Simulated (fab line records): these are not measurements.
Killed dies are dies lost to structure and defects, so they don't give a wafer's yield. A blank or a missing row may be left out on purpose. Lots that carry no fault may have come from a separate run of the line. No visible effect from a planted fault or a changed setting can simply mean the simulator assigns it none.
A struck lot beside a sound one / flow nand-harc / 13 steps out of a route of 1302
Sound: wafers L775.2, L775.3, L775.5. Struck: wafer L761.1 (L761.2, L761.3, from the same lot, were not struck and are left out); the cause is given at the end.
Order at every step that has rows: each side's tool, ch and its chambers, its first start. Under that, the readings that differ: sound wafers / struck wafers / difference of the means / sigmas: that difference in standard deviations of wafers without a fault.
alike: same words and numbers on both sides, and readings whose means sit less than 2 such deviations apart. not compared: any withheld reading, any reading some wafer has no value for, any bound like >300 that may hide the same value, and any number with overlapping values for which the record gives no deviation.
Wherever a step has rows on one side only, a row that says differs or no value, or a row with sigmas, the two part there. When numbers do not overlap yet have no deviation, they are printed without sigmas and do not part them. A reading missing from all wafers of one side parts the sides only when that side holds two or more wafers.

first, 2 steps without rows for these wafers: NHARC_A_ONON_D1_ANNEAL_15 (time 3600 s); NHARC_A_ONON_D1_DEP_16 (target thk 1000 nm).
NHARC_A_ONON_D1_THK_MEAS_18: measures by ellipsometry.
  struck on film-metro-01, day 9 16:17; sound on film-metro-02, day 15 20:03
  alike: thk-nm
next comes 1 step that has no rows for these wafers: NHARC_A_ONON_D1_DEP_19 (target thickness 1000 nm).
NHARC_A_ONON_D1_THK_MEAS_21: measures by ellipsometry.
  struck on film-metro-01, day 9 16:51; sound on film-metro-01, day 15 20:37
  alike: thk-nm
next comes 1 step that has no rows for these wafers: NHARC_A_ONON_D1_DEP_22 (target thickness 1000 nm).
NHARC_A_ONON_D1_THK_MEAS_24: measures by ellipsometry.
  struck on film-metro-01, day 9 17:25; sound on film-metro-02, day 15 21:11
  alike: thk-nm
next comes 1 step that has no rows for these wafers: NHARC_A_ONON_D1_DEP_25 (target thickness 1000 nm).
NHARC_A_ONON_D1_THK_MEAS_27: measures by ellipsometry.
  struck on film-metro-02, day 9 17:59; sound on film-metro-02, day 15 21:46
  alike: thk-nm
next comes 1 step that has no rows for these wafers: NHARC_A_ONON_D1_DEP_28 (target thickness 1000 nm).
NHARC_A_ONON_D1_THK_MEAS_30: measures by ellipsometry.
  struck on film-metro-02, day 9 18:33; sound on film-metro-01, day 15 22:19
  alike: thk-nm
NHARC_A_ONON_D1_DEP_33: deposits SiO2, target thk 200 nm.
  sound on pecvd-01 ch 1,2, day 15 22:26; struck on pecvd-02 ch 0, day 9 18:37
reading=heater-power-w (W); sound=570 468 454; struck=691; difference=+194; sigmas=+2
reading=mfc-precursor-sccm (sccm); sound=160.4 162.0 161.9; struck=266.4; difference=+105.0; sigmas=+99 or more
reading=throttle-valve-pct (%); sound=16.2 15.7 15.8; struck=17.4; difference=+1.5; sigmas=+2
  alike: showerhead-vpp-V
NHARC_A_ONON_D1_THK_MEAS_34: measures by ellipsometry.
  struck on film-metro-02, day 9 19:01; sound on film-metro-02, day 15 22:47
reading=thk-nm (nm); sound=198.5 203.5 205.9; struck=327.9; difference=+125.3; sigmas=+50

== WHERE THEY PART ==
Earliest at NHARC_A_ONON_D1_DEP_33; latest, in this record, at NHARC_A_ONON_D1_THK_MEAS_34.

WHY: what had been put in by the simulator
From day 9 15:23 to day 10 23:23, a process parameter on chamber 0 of pecvd-02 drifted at NHARC_A_ONON_D1_DEP_33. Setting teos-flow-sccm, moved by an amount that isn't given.
